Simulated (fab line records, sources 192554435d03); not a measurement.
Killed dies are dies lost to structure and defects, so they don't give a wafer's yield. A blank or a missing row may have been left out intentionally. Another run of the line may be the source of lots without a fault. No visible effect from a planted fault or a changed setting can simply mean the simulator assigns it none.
Which tool did it? | flow n5 finfet | 9 lots with 27 wafers sampled at 5 steps, on a route of 1938 steps

## WHAT THE GAUGES READ, wafer by wafer
N5_BEOL_M4_RC_MEAS_101. Usual: DIBL_N 36.4 mV/V, standard deviation 1.5; DIBL_P 36.4 mV/V, standard deviation 1.6; IOFF_N 0.164 nA/um, standard deviation 0.025; IOFF_P 0.214 nA/um, standard deviation 0.028; ION_N 675 uA/um, standard deviation 9.9; ION_P 463 uA/um, standard deviation 6.5; SS_N 71.5 mV/dec, standard deviation 0.5; SS_P 73.3 mV/dec, standard deviation 0.56; VT_N 249.2 mV, standard deviation 2.7; VT_P -250.1 mV, standard deviation 2.8.
lot  | measured     | on        | DIBL_N (mV/V)  | DIBL_P (mV/V)  | IOFF_N (nA/um)    | IOFF_P (nA/um)    | ION_N (uA/um) | ION_P (uA/um) | SS_N (mV/dec)  | SS_P (mV/dec)  | VT_N (mV)         | VT_P (mV)            | flag
L495 | day 8 12:26  | prober-02 | 35.8 36.0 35.8 | 37.5 37.2 36.9 | 0.165 0.168 0.166 | 0.224 0.219 0.208 | 677 682 687   | 471 467 467   | 71.8 71.8 70.9 | 73.8 73.6 73.2 | 249.6 247.4 248.3 | -249.5 -249.8 -250.5 |
L496 | day 8 15:07  | prober-01 | 36.4 34.1 35.7 | 36.9 34.1 35.4 | 0.153 0.111 0.134 | 0.173 0.145 0.160 | 671 657 656   | 455 440 447   | 71.8 70.8 71.7 | 73.3 72.7 73.6 | 248.6 256.2 252.8 | -253.4 -257.7 -254.4 |
L500 | day 9 22:43  | prober-01 | 38.0 39.0 38.1 | 38.1 39.0 37.9 | 0.188 0.219 0.191 | 0.232 0.242 0.228 | 679 694 688   | 458 469 466   | 71.8 72.1 71.2 | 73.6 73.2 74.3 | 246.1 242.9 244.9 | -248.4 -249.2 -249.0 |
L502 | day 10 00:44 | prober-01 | 38.2 38.7 38.6 | 35.8 36.1 36.6 | 0.172 0.184 0.187 | 0.221 0.239 0.254 | 674 681 675   | 459 470 465   | 72.2 72.0 71.8 | 73.0 73.4 73.6 | 249.4 246.6 245.5 | -249.3 -247.6 -248.3 |
L507 | day 11 03:19 | prober-01 | 37.4 37.2 37.9 | 38.4 38.6 38.8 | 0.186 0.181 0.203 | 0.244 0.239 0.244 | 676 677 679   | 466 464 458   | 71.7 71.7 72.0 | 73.3 73.4 73.5 | 248.0 249.7 248.6 | -251.3 -250.6 -246.8 |
L508 | day 12 00:56 | prober-02 | 35.4 35.3 36.4 | 33.4 34.4 35.1 | 0.136 0.144 0.163 | 0.170 0.180 0.200 | 675 672 685   | 462 458 472   | 71.7 71.2 71.6 | 72.2 72.3 72.8 | 252.1 252.8 251.1 | -252.7 -253.9 -253.5 |
L513 | day 13 00:23 | prober-01 | 37.0 36.1 36.7 | 37.4 36.9 37.4 | 0.161 0.150 0.152 | 0.218 0.207 0.208 | 674 677 669   | 463 464 464   | 71.5 72.0 71.9 | 73.1 72.8 73.1 | 247.9 247.4 248.8 | -252.6 -249.7 -250.3 |
L516 | day 13 15:23 | prober-02 | 37.4 36.6 37.8 | 37.1 36.1 36.8 | 0.184 0.164 0.174 | 0.225 0.212 0.218 | 675 674 678   | 464 457 459   | 71.4 71.6 71.2 | 73.8 73.7 74.1 | 246.9 251.0 249.6 | -250.5 -251.4 -249.9 |
L515 | day 13 16:01 | prober-02 | 35.5 36.0 36.3 | 35.8 36.8 36.5 | 0.140 0.158 0.155 | 0.200 0.221 0.216 | 660 670 665   | 457 465 464   | 71.3 72.0 71.7 | 72.4 73.2 72.3 | 250.5 249.4 251.5 | -249.5 -250.0 -250.7 |

## WHAT TOOL EACH LOT RAN ON (gives the tool, then ch and the chambers of the sampled wafers, and finally the start)
lot  | N5_BEOL_M3_ETCH_69                 | N5_BEOL_M3_VIA_ETCH_34             | N5_BEOL_M3_STRIP_97                           | N5_BEOL_M3_PRE_CLEAN_45
L495 | rie diel-06 ch 0,1,3, day 7 16:38  | rie diel-03 ch 0,1,3, day 7 20:47  | rie diel-03 ch 0,1,3, day 7 21:19 or earlier  | pvd sputter-02, day 7 21:19
L496 | rie diel-05 ch 0,1,2, day 7 17:47  | rie diel-05 ch 0,1,3, day 7 20:47  | rie diel-05 ch 0,1,3, day 7 21:23 or earlier  | pvd sputter-03, day 7 21:23
L500 | rie diel-06 ch 0,1,3, day 9 03:21  | rie diel-06 ch 2,3, day 9 03:55    | rie diel-06 ch 2,3, day 9 04:36 or earlier    | pvd sputter-02, day 9 04:36
L502 | rie diel-05 ch 0,3, day 9 03:24    | rie diel-05 ch 2,3, day 9 08:56    | rie diel-05 ch 2,3, day 9 09:35 or earlier    | pvd sputter-02, day 9 09:35
L507 | rie diel-05 ch 0,1,3, day 10 07:23 | rie diel-03 ch 0,1,2, day 10 13:43 | rie diel-03 ch 0,1,2, day 10 15:09 or earlier | pvd sputter-01, day 10 15:09
L508 | rie diel-03 ch 0,1,3, day 11 05:15 | rie diel-06 ch 0,2, day 11 06:48   | rie diel-06 ch 0,2, day 11 07:32 or earlier   | pvd sputter-01, day 11 07:32
L513 | rie diel-06 ch 1,2,3, day 11 21:16 | rie diel-05 ch 0,1,2, day 12 03:39 | rie diel-05 ch 0,1,2, day 12 04:28 or earlier | pvd sputter-01, day 12 04:28
L516 | rie diel-05 ch 1,2, day 12 19:21   | rie diel-06 ch 0,2, day 12 23:13   | rie diel-06 ch 0,2, day 12 23:52 or earlier   | pvd sputter-01, day 12 23:52
L515 | rie diel-06 ch 1,2, day 12 19:28   | rie diel-03 ch 0,1, day 12 23:14   | rie diel-03 ch 0,1, day 12 23:54 or earlier   | pvd sputter-03, day 12 23:54
- N5_BEOL_M3_ETCH_69: etches SiARC in CF4, target depth 15.6 nm, time 26 s.
- N5_BEOL_M3_VIA_ETCH_34: etches the open film in C4F6/O2, target depth 69.4 nm, time 65.9 s.
- N5_BEOL_M3_STRIP_97: strips in N2/H2, time 10 s.
- N5_BEOL_M3_PRE_CLEAN_45: time 30 s.

## AS READ BY THE TOOLS THEMSELVES (means over the sampled wafers that have a number; for cases with no such wafer, the mark the record gives instead)
N5_BEOL_M3_ETCH_69. Usual: drypump motor current A 5.6 A, standard deviation 0.5; etch rf on time s 26.2 s, standard deviation 0.39; oes product au 0.67 a.u., standard deviation 0.069; rf vpp V 184.1 V, standard deviation 1.1; showerhead plenum p Torr 2.15 Torr, standard deviation 0.065; throttle valve pct 15.65 %, standard deviation 0.23.
lot  | tool        | drypump motor current A (A) | etch rf on time s (s) | oes product au (a.u.) | rf vpp V (V) | showerhead plenum p Torr (Torr) | throttle valve pct (%) | flag
L495 | rie diel-06 | 5.8                         | 25.9                  | 0.72                  | 184.1        | 2.14                            | 15.60                  |
L496 | rie diel-05 | 5.6                         | 26.2                  | 0.61                  | 183.4        | 2.10                            | 15.79                  |
L500 | rie diel-06 | 5.8                         | 25.7                  | 0.71                  | 183.9        | 2.14                            | 15.62                  |
L502 | rie diel-05 | 5.4                         | 26.2                  | 0.63                  | 184.8        | 2.20                            | 15.57                  |
L507 | rie diel-05 | 5.4                         | 25.8                  | 0.69                  | 184.5        | 2.21                            | 15.57                  |
L508 | rie diel-03 | 5.2                         | 26.6                  | 0.63                  | 184.7        | 2.19                            | 15.65                  |
L513 | rie diel-06 | 6.0                         | 26.0                  | 0.68                  | 183.8        | 2.14                            | 15.72                  |
L516 | rie diel-05 | 5.7                         | 25.6                  | 0.77                  | 183.9        | 2.21                            | 15.57                  |
L515 | rie diel-06 | 5.6                         | 26.5                  | 0.64                  | 184.0        | 2.10                            | 15.93                  |

N5_BEOL_M3_VIA_ETCH_34. Usual: drypump motor current A 5.5 A, standard deviation 0.5; oes product au 0.78 a.u., standard deviation 0.086; rf vpp V 665 V, standard deviation 7.5; showerhead plenum p Torr 2.86 Torr, standard deviation 0.086; throttle valve pct 30.80 %, standard deviation 0.23.
lot  | tool        | drypump motor current A (A) | oes product au (a.u.) | rf vpp V (V) | showerhead plenum p Torr (Torr) | throttle valve pct (%) | flag
L495 | rie diel-03 | 5.2                         | 0.75                  | 665          | 2.91                            | 30.71                  |
L496 | rie diel-05 | 5.4                         | 0.74                  | 662          | 2.84                            | 30.75                  |
L500 | rie diel-06 | 6.4                         | 0.83                  | 671          | 2.85                            | 30.80                  |
L502 | rie diel-05 | 5.6                         | 0.72                  | 664          | 2.90                            | 30.80                  |
L507 | rie diel-03 | 5.1                         | 0.94                  | 666          | 2.88                            | 30.63                  |
L508 | rie diel-06 | 5.6                         | 0.73                  | 658          | 2.73                            | 31.14                  |
L513 | rie diel-05 | 5.6                         | 0.86                  | 666          | 2.88                            | 30.82                  |
L516 | rie diel-06 | 5.6                         | 0.72                  | 663          | 2.72                            | 31.19                  |
L515 | rie diel-03 | 5.3                         | 0.67                  | 666          | 2.92                            | 30.76                  |

N5_BEOL_M3_STRIP_97. Usual: drypump motor current A 5.5 A, standard deviation 0.49; oes product au 0.79 a.u., standard deviation 0.085; rf vpp V 59.2 V, standard deviation 0.84; showerhead plenum p Torr 2.55 Torr, standard deviation 0.082; throttle valve pct 23.6 %, standard deviation 0.35.
lot  | tool        | drypump motor current A (A) | oes product au (a.u.) | rf vpp V (V) | showerhead plenum p Torr (Torr) | throttle valve pct (%) | flag
L495 | rie diel-03 | 5.2                         | 0.76                  | 58.8         | 2.61                            | 23.6                   |
L496 | rie diel-05 | 5.4                         | 0.74                  | 58.4         | 2.52                            | 23.5                   |
L500 | rie diel-06 | 6.4                         | 0.84                  | 59.2         | 2.54                            | 23.5                   |
L502 | rie diel-05 | 5.6                         | 0.72                  | 58.7         | 2.59                            | 23.7                   |
L507 | rie diel-03 | 5.1                         | 0.77                  | 59.3         | 2.58                            | 23.5                   |
L508 | rie diel-06 | 5.6                         | 0.74                  | 59.0         | 2.43                            | 23.9                   |
L513 | rie diel-05 | 5.6                         | 0.86                  | 58.8         | 2.57                            | 23.6                   |
L516 | rie diel-06 | 5.6                         | 0.72                  | 59.4         | 2.42                            | 24.1                   |
L515 | rie diel-03 | 5.2                         | 0.68                  | 60.0         | 2.61                            | 23.7                   |

N5_BEOL_M3_PRE_CLEAN_45. Usual: heater power w 316 W, standard deviation 18.
lot  | tool           | heater power w (W) | flag
L495 | pvd sputter-02 | 318                |
L496 | pvd sputter-03 | 320                |
L500 | pvd sputter-02 | 310                |
L502 | pvd sputter-02 | 327                |
L507 | pvd sputter-01 | 321                |
L508 | pvd sputter-01 | 322                |
L513 | pvd sputter-01 | 313                |
L516 | pvd sputter-01 | 320                |
L515 | pvd sputter-03 | 305                |

## THE ANSWER, worked out from the rows above alone
Rule: a lot counts as off when the mean over its wafers that have a number is more than 3 standard deviations away from the usual mean. Also off: a lot with no number at a reading for which 4 or more lots have one. Any other lot the step has rows for is counted as sound. Order of review: gauges by route order, followed by the tools' own readings, for which a lot's mean as printed above is used. At the first step where some lot is off, the reading lying furthest off is the one used; lots without a number count as furthest.
Nothing can be told from this: no lot is off at any reading shown.

## WHAT THE SIMULATOR PUT IN
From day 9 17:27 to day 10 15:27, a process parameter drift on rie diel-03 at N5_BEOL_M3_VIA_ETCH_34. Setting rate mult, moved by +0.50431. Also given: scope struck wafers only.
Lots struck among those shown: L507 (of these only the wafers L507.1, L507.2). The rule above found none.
